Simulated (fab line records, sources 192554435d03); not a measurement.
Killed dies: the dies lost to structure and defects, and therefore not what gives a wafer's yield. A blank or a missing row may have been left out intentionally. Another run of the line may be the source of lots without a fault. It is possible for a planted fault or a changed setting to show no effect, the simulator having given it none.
Comparing a struck lot with a sound one | flow n5Finfet | 16 out of 1938 route steps
Sound: wafers L989.1, L989.3, L989.4. Struck: wafer L999.3 (L999.1, L999.6, from the same lot, were not struck and are left out); the cause is given at the end.
At each step with rows: each side's tool, then ch and its chambers, then its first start. Under that, the readings that differ: sound wafers | struck wafers | difference of the means | sigmas: that difference in standard deviations of wafers without a fault.
alike: readings with means less than 2 such deviations apart, plus words and numbers identical on both sides. not compared: withheld readings, readings lacking a value on some wafer, bounds such as >300 that could conceal the same value, and numbers that have no deviation in the record and whose values overlap.
Wherever a step has rows on one side only, a row that says differs or no value, or a row with sigmas, the two part there. Numbers that don't overlap but have no deviation are shown without sigmas and don't part them. A reading that every wafer of one side lacks parts them only if that side has two wafers or more.

first, 4 steps without rows for these wafers: N5_HKMG_FIN_STRIP_89 (strips SOC in N2/H2, time 20 s); N5_HKMG_FIN_WET_ETCH_87 (etches TiN in SC1, time 154.2 s, target depth 4.7 nm, rinse time 30 s); N5_HKMG_FIN_STRIP_88 (strips in N2/H2, time 360 s); N5_HKMG_FIN_NWFM_ALD_20 (deposits TiAlC, target thk 2 nm, pulse time 3 s, purge time 2 s).
N5_HKMG_FIN_ALD_71: deposits TiN, target thk 1 nm, pulse time 1 s, purge time 3 s.
  sound on aldMetal-02 ch 2,3, day 6 01:40; struck on aldMetal-02 ch 0, day 8 19:05
  alike: heaterPowerW, precursorPulseHeightRel
  not compared: aldCycles
then, 1 step without rows for these wafers: N5_HKMG_FIN_COAT_66 (time 60 s, resist thk 300 nm).
N5_HKMG_FIN_ETCH_67: etches SOC in N2/H2, stops on TiN, target depth 388.9 nm.
  sound on rieDiel-05 ch 0,1,2, day 6 02:05; struck on rieDiel-02 ch 3, day 8 19:31
  alike: drypumpMotorCurrentA, n2FlowSccm, oesProductAu, rfFwdPowerW, rfVppV, showerheadPlenumPTorr, throttleValvePct
  not compared: rfHoursCounterH
N5_HKMG_FIN_STRIP_90: strips SOC in N2/H2, time 20 s.
  sound on rieDiel-05 ch 0,1,2, day 6 02:08; struck on rieDiel-02 ch 3, day 8 19:34
  alike: drypumpMotorCurrentA, n2FlowSccm, oesProductAu, rfFwdPowerW, rfVppV, showerheadPlenumPTorr, throttleValvePct
  not compared: rfHoursCounterH
then, 3 steps without rows for these wafers: N5_HKMG_FIN_WET_ETCH_73 (etches the open film in SC1, time 42.3 s, target depth 1.3 nm, rinse time 30 s); N5_HKMG_FIN_ETCHBACK_68 (etches the open film in Cl2/Ar, stops on HfO2, target depth 0.5 nm); N5_HKMG_FIN_STRIP_69 (strips in N2/H2, time 360 s).
N5_HKMG_FIN_ALD_21: deposits TiN, target thk 1.5 nm, pulse time 1 s, purge time 3 s.
  sound on aldMetal-01 ch 0,1,2, day 6 02:49; struck on aldMetal-03 ch 0, day 8 20:16
reading                 | sound             | struck | difference | sigmas
precursorPulseHeightRel | 0.990 1.020 0.957 | 1.033  | +0.044     | +2
  alike: heaterPowerW
  not compared: aldCycles
N5_HKMG_FIN_ALD_72: deposits W, target thk 2 nm, pulse time 1 s, purge time 2 s.
  sound on cvdW-02 ch 0,1, day 6 03:11; struck on cvdW-01 ch 0, day 8 20:37
reading                               | sound     | struck | difference | sigmas
aldCycles                             | 7 7 7     | 9      | +2         | 
model.W_of_HKMG_FIN_ALD_72.thkNm (nm) | 1.8 1.8 2 | 2.4    | +0.5       | 
  alike: heaterPowerW, precursorPulseHeightRel
N5_HKMG_FIN_W_FILL_22: material W, target thk 60 nm, time 18.2 s.
  sound on cvdW-02 ch 0,1, day 6 03:14; struck on cvdW-01 ch 0, day 8 20:44
reading              | sound          | struck | difference | sigmas
throttleValvePct (%) | 17.6 17.7 17.6 | 22.0   | +4.4       | +3
  alike: heaterPowerW
-- record jumps: 4 days separate the struck wafers' starts on either side; left off in module HKMG_FIN, taken up again in module BEOL_M4, whose first shown step is the route's number 1111 --
N5_BEOL_M4_RC_MEAS_101:
  sound on prober-02 ch 0, day 9 21:38; struck on prober-02 ch 0, day 12 18:27
  alike: DIBL_N, DIBL_P, IOFF_N, IOFF_P, ION_N, ION_P, SS_N, SS_P, VT_N, VT_P
-- here the record skips 5 days between the struck wafers' starts before and after, leaving off in module BEOL_M4 and picking up in module PASSIVATION (first step shown: number 1936 of the route) --
N5_PASSIVATION_PROBE_49:
  struck on prober-02, day 17 13:24; sound on prober-01, day 14 08:36
reading               | sound       | struck | difference | sigmas
killedAtOther         | 4 6 5       | 0      | -5         | -2
sort_bin_6_memory (%) | 3.1 2.1 1.9 | 3.7    | +1.3       | +2
  alike: defectLimitedYield, killed_at_M0_to_M3, killed_at_M4_up, killedAtContacts, killedAtFrontEnd, killedDies, killedOpen, killedShort, sort_bin_5_function, sortNPass, sortYieldPct

== WHERE THEY PART ==
Earliest at N5_HKMG_FIN_ALD_21; latest, in this record, at N5_PASSIVATION_PROBE_49.

WHY: what had been put in by the simulator
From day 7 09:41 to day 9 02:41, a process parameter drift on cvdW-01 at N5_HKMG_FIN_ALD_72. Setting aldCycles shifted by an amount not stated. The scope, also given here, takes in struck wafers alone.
